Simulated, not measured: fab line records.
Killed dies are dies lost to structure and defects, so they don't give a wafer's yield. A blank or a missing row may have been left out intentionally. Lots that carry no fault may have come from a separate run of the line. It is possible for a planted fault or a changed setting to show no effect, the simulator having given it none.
Comparing a struck lot with a sound one + flow n5 finfet + 15 steps out of a route of 1938
Sound: wafers L116.1, L116.3, L116.5. Struck: wafers L130.3, L130.5 (left out: L130.1, a lot-mate that was not struck); the cause follows at the end.
Order at every step that has rows: each side's tool, ch and its chambers, its first start. Under that, the readings that differ: sound wafers + struck wafers + difference of the means + sigmas: that difference in standard deviations of wafers without a fault.
alike: same words and numbers on both sides, and readings whose means sit less than 2 such deviations apart. not compared: any withheld reading, any reading some wafer has no value for, any bound like >300 that may hide the same value, and any number with overlapping values for which the record gives no deviation.
A row with sigmas, a row that says differs or no value, or rows on one side alone: a step with any of these is where the two part. When numbers do not overlap yet have no deviation, they are printed without sigmas and do not part them. Lack of a reading on every wafer of one side parts them only where that side has two or more wafers.

first, 8 steps without rows for these wafers: N5_BEOL_M15_COAT_60 (time 60 s, resist thk 89 nm); N5_BEOL_M15_COAT_22 (resist thk 800 nm); N5_BEOL_M15_EBR_24; N5_BEOL_M15_SOFTBAKE_23 (time 60 s); N5_BEOL_M15_EXPOSE_25 (exposes mask M15, target cd 400 nm); N5_BEOL_M15_PEB_26 (peb time 90 s); N5_BEOL_M15_DEVELOP_27 (develop time 45 s); N5_BEOL_M15_HARDBAKE_32 (time 120 s).
N5_BEOL_M15_CD_MEAS_28 targets a cd of 407.6 nm.
  sound on cd sem-02 ch 0, day 12 14:52; struck on cd sem-02 ch 0, day 16 02:55
  alike: cd nm
N5_BEOL_M15_OVL_MEAS_29:
  sound on overlay-01 ch 0, day 12 14:53; struck on overlay-02 ch 0, day 16 02:56
  alike: M15_OVL
N5_BEOL_M15_INSPECT_30: inspects for defects (macro).
  sound: defect inspect-01 at day 12 14:55; struck: defect inspect-02 at day 16 02:58
  alike: raw defect count
N5_BEOL_M15_DESCUM_33: chemistry O2, time 7.9 s.
  sound on rie diel-01 ch 0,3, day 12 15:23; struck on rie diel-01 ch 0,1, day 16 03:00
  alike: bias power w, drypump motor current A, o2 flow sccm, oes product au, rf fwd power W, rf vpp V, showerhead plenum p Torr, throttle valve pct
  not compared: rf hours counter h
N5_BEOL_M15_ETCH_61: etches BARC in N2/H2, target depth 89 nm, overetch 26.7 nm, time 67.9 s.
  sound on rie diel-01 ch 0,3, day 12 15:25; struck on rie diel-01 ch 0,1, day 16 03:02
| reading                                    | sound           | struck  | difference | sigmas |
|--------------------------------------------|-----------------|---------|------------|--------|
| model.coat_of_BEOL_M15_COAT_22.thk nm (nm) | 716.6 716.8 716 | 731 730 | +14        |        |
  alike: bias w, drypump motor current A, h2 flow sccm, oes product au, rf fwd power W, rf vpp V, showerhead plenum p Torr, throttle valve pct
  not compared: rf hours counter h
N5_BEOL_M15_TRENCH_ETCH_34: etches SiO2 in C4F8/O2/Ar, target depth 872.93 nm, time 199 s.
  sound on rie diel-01 ch 0,3, day 12 15:29; struck on rie diel-01 ch 0,1, day 16 03:05
  alike: bias w, drypump motor current A, mfc ar sccm, oes product au, rf fwd power W, rf vpp V, showerhead plenum p Torr, throttle valve pct
  not compared: rf hours counter h
N5_PASSIVATION_PROBE_49:
  only the struck wafers here have rows in the record (prober-01, day 16 21:01); the sound ones have none

== WHERE THEY PART ==
At N5_PASSIVATION_PROBE_49 and nowhere else, as far as this record goes.

WHY: the cause the simulator had injected
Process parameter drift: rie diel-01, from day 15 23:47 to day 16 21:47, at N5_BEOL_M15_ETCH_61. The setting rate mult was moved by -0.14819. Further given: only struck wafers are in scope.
